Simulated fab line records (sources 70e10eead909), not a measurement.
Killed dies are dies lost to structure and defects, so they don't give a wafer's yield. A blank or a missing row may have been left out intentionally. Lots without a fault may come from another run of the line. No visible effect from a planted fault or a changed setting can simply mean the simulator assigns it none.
Which tool did it?    flow nand-harc    Sampling: 24 lots, 72 wafers, 4 of 1159 route steps

WHAT THE GAUGES SHOWED, per wafer
NHARC_A_CONTACT_CD_MEAS_53. Usual: cd-nm 190.0 nm, standard deviation 0.58.
lot   measured      on         cd-nm (nm)         flag
L074  day 16 13:01  cd-sem-03  189.4 190.2 189.3  
L076  day 16 21:32  cd-sem-01  190.0 190.4 189.8  
L075  day 16 22:34  cd-sem-02  190.4 189.8 190.3  
L077  day 17 04:38  cd-sem-01  189.5 190.0 190.1  
L079  day 17 04:17  cd-sem-03  190.1 190.7 190.2  
L078  day 17 22:13  cd-sem-03  189.4 189.5 189.6  
L081  day 18 04:34  cd-sem-03  189.8 189.1 189.2  
L082  day 18 05:44  cd-sem-02  190.1 189.6 189.6  
L080  day 18 14:03  cd-sem-01  189.5 189.7 190.5  
L084  day 18 13:02  cd-sem-01  189.9 189.1 189.4  
L083  day 18 20:31  cd-sem-03  190.0 189.4 189.6  
L085  day 19 10:31  cd-sem-01  189.9 190.9 190.8  
L088  day 19 11:18  cd-sem-02  190.8 190.7 190.9  
L087  day 19 15:22  cd-sem-02  190.1 189.4 190.2  
L086  day 20 00:49  cd-sem-03  189.9 190.3 189.8  
L089  day 20 00:58  cd-sem-01  189.9 191.4 191.4  
L091  day 20 14:27  cd-sem-01  189.8 189.6 189.9  
L090  day 20 15:19  cd-sem-03  190.3 190.0 189.8  
L092  day 20 18:28  cd-sem-02  190.0 190.0 189.9  
L093  day 20 19:35  cd-sem-03  189.8 190.4 190.2  
L094  day 22 02:08  cd-sem-02  188.9 189.0 189.7  
L095  day 22 06:16  cd-sem-03  189.4 190.6 189.7  
L096  day 22 09:02  cd-sem-02  191.1 190.4 190.8  
L097  day 22 11:41  cd-sem-01  191.2 190.1 190.6  

WHICH TOOL RAN EACH LOT (tool, then ch and the chambers of the sampled wafers, then the start)
lot   NHARC_A_CONTACT_DEP_24           NHARC_A_CONTACT_ETCH_112              NHARC_A_CONTACT_ETCH_121
L074  pecvd-02 ch 1,2, day 16 04:59    har-cap-etch-01 ch 0,1, day 16 11:12  har-cap-etch-01 ch 0,1, day 16 12:01
L076  pecvd-03 ch 0,2, day 16 14:38    har-cap-etch-01 ch 0,1, day 16 19:44  har-cap-etch-01 ch 0,1, day 16 20:34
L075  pecvd-02 ch 0,2, day 16 14:50    har-cap-etch-03 ch 0,1, day 16 20:44  har-cap-etch-03 ch 0,1, day 16 21:33
L077  pecvd-03 ch 0,1,2, day 16 20:17  har-cap-etch-03 ch 0, day 17 02:48    har-cap-etch-03 ch 0, day 17 03:37
L079  pecvd-02 ch 0,2, day 16 20:22    har-cap-etch-02 ch 0,1, day 17 02:28  har-cap-etch-02 ch 0,1, day 17 03:16
L078  pecvd-02 ch 0,1,2, day 17 14:29  har-cap-etch-03 ch 0,1, day 17 20:23  har-cap-etch-03 ch 0,1, day 17 21:13
L081  pecvd-03 ch 0,1,2, day 17 20:34  har-cap-etch-02 ch 0,1, day 18 02:46  har-cap-etch-02 ch 0,1, day 18 03:35
L082  pecvd-02 ch 1,2, day 17 20:50    har-cap-etch-01 ch 0,1, day 18 03:50  har-cap-etch-01 ch 0,1, day 18 04:38
L080  pecvd-04 ch 0,1,2, day 18 03:32  har-cap-etch-01 ch 0,1, day 18 12:11  har-cap-etch-01 ch 0,1, day 18 13:00
L084  pecvd-02 ch 0,1,2, day 18 03:34  har-cap-etch-02 ch 0,1, day 18 11:10  har-cap-etch-02 ch 0,1, day 18 11:59
L083  pecvd-03 ch 1,2, day 18 11:51    har-cap-etch-01 ch 1, day 18 18:40    har-cap-etch-01 ch 1, day 18 19:29
L085  pecvd-03 ch 0,1,2, day 19 03:10  har-cap-etch-02 ch 0,1, day 19 08:42  har-cap-etch-02 ch 0,1, day 19 09:31
L088  pecvd-02 ch 0,1, day 19 03:28    har-cap-etch-01 ch 0,1, day 19 08:59  har-cap-etch-01 ch 0,1, day 19 10:04
L087  pecvd-02 ch 0,1, day 19 07:43    har-cap-etch-03 ch 0,1, day 19 13:02  har-cap-etch-03 ch 0,1, day 19 14:08
L086  pecvd-03 ch 0,1,2, day 19 17:53  har-cap-etch-01 ch 0,1, day 19 23:00  har-cap-etch-01 ch 0,1, day 19 23:49
L089  pecvd-02 ch 0,1,2, day 19 17:55  har-cap-etch-03 ch 0,1, day 19 23:09  har-cap-etch-03 ch 0,1, day 19 23:58
L091  pecvd-02 ch 1,2, day 20 05:29    har-cap-etch-01 ch 0,1, day 20 12:38  har-cap-etch-01 ch 0,1, day 20 13:27
L090  pecvd-03 ch 1,2, day 20 05:36    har-cap-etch-03 ch 0,1, day 20 13:28  har-cap-etch-03 ch 0,1, day 20 14:17
L092  pecvd-03 ch 0,1,2, day 20 10:35  har-cap-etch-02 ch 0, day 20 16:40    har-cap-etch-02 ch 0, day 20 17:28
L093  pecvd-04 ch 0,1,2, day 20 10:44  har-cap-etch-01 ch 0,1, day 20 17:46  har-cap-etch-01 ch 0,1, day 20 18:35
L094  pecvd-02 ch 0,2, day 21 19:09    har-cap-etch-02 ch 0,1, day 22 00:17  har-cap-etch-02 ch 0,1, day 22 01:07
L095  pecvd-02 ch 0,2, day 21 23:28    har-cap-etch-01 ch 0,1, day 22 04:26  har-cap-etch-01 ch 0,1, day 22 05:16
L096  pecvd-02 ch 0,1, day 22 00:24    har-cap-etch-03 ch 0,1, day 22 06:47  har-cap-etch-03 ch 0,1, day 22 07:36
L097  pecvd-03 ch 0,2, day 22 03:40    har-cap-etch-01 ch 0,1, day 22 09:46  har-cap-etch-01 ch 0,1, day 22 10:35
- NHARC_A_CONTACT_DEP_24: deposits SiO2, target thk 500 nm.
- NHARC_A_CONTACT_ETCH_112: etches the open film in C4F8/O2/Ar, time 94 s, target depth 922 nm.
- NHARC_A_CONTACT_ETCH_121: etches the open film in C4F8/O2/Ar, time 94 s, target depth 922 nm.

WHAT THE TOOLS THEMSELVES READ (means of the sampled wafers that have a number; where no wafer has one, the mark that the record gives instead)
NHARC_A_CONTACT_DEP_24. Usual: heater-power-w 556 W, standard deviation 110; showerhead-vpp-V 1847 V, standard deviation 69; throttle-valve-pct 15.8 %, standard deviation 0.33.
lot   tool      heater-power-w (W)  showerhead-vpp-V (V)  throttle-valve-pct (%)  flag
L074  pecvd-02  623                 1867                  15.6                    
L076  pecvd-03  600                 1802                  15.7                    
L075  pecvd-02  623                 1899                  15.7                    
L077  pecvd-03  594                 1802                  15.7                    
L079  pecvd-02  530                 1888                  15.4                    
L078  pecvd-02  510                 1864                  15.8                    
L081  pecvd-03  554                 1798                  15.9                    
L082  pecvd-02  578                 1831                  15.8                    
L080  pecvd-04  563                 1951                  15.6                    
L084  pecvd-02  533                 1880                  15.7                    
L083  pecvd-03  625                 1815                  15.9                    
L085  pecvd-03  565                 1803                  15.8                    
L088  pecvd-02  446                 1834                  15.5                    
L087  pecvd-02  437                 1836                  15.6                    
L086  pecvd-03  595                 1800                  16.0                    
L089  pecvd-02  579                 1860                  15.8                    
L091  pecvd-02  628                 1874                  16.0                    
L090  pecvd-03  555                 1827                  16.1                    
L092  pecvd-03  583                 1806                  16.1                    
L093  pecvd-04  544                 1950                  15.8                    
L094  pecvd-02  624                 1910                  15.8                    
L095  pecvd-02  636                 1897                  16.0                    
L096  pecvd-02  511                 1814                  15.8                    
L097  pecvd-03  527                 1776                  15.4                    

THE ANSWER, worked out from the rows above alone
Rule: take the mean of a lot's wafers that have a number; if it is more than 3 standard deviations from the usual mean, the lot is off. A lot without any number at a reading at which 4 lots or more have one is off too. The other lots that the step has rows for count as sound. The gauges are gone through in route order, then the tools' own readings, and for those a lot's mean is taken as printed above. At the first step where some lot is off, the reading lying furthest off is the one used; lots without a number count as furthest.
No lot is off at any reading shown: from this, nothing can be told.

WHAT HAD BEEN PUT IN BY THE SIMULATOR
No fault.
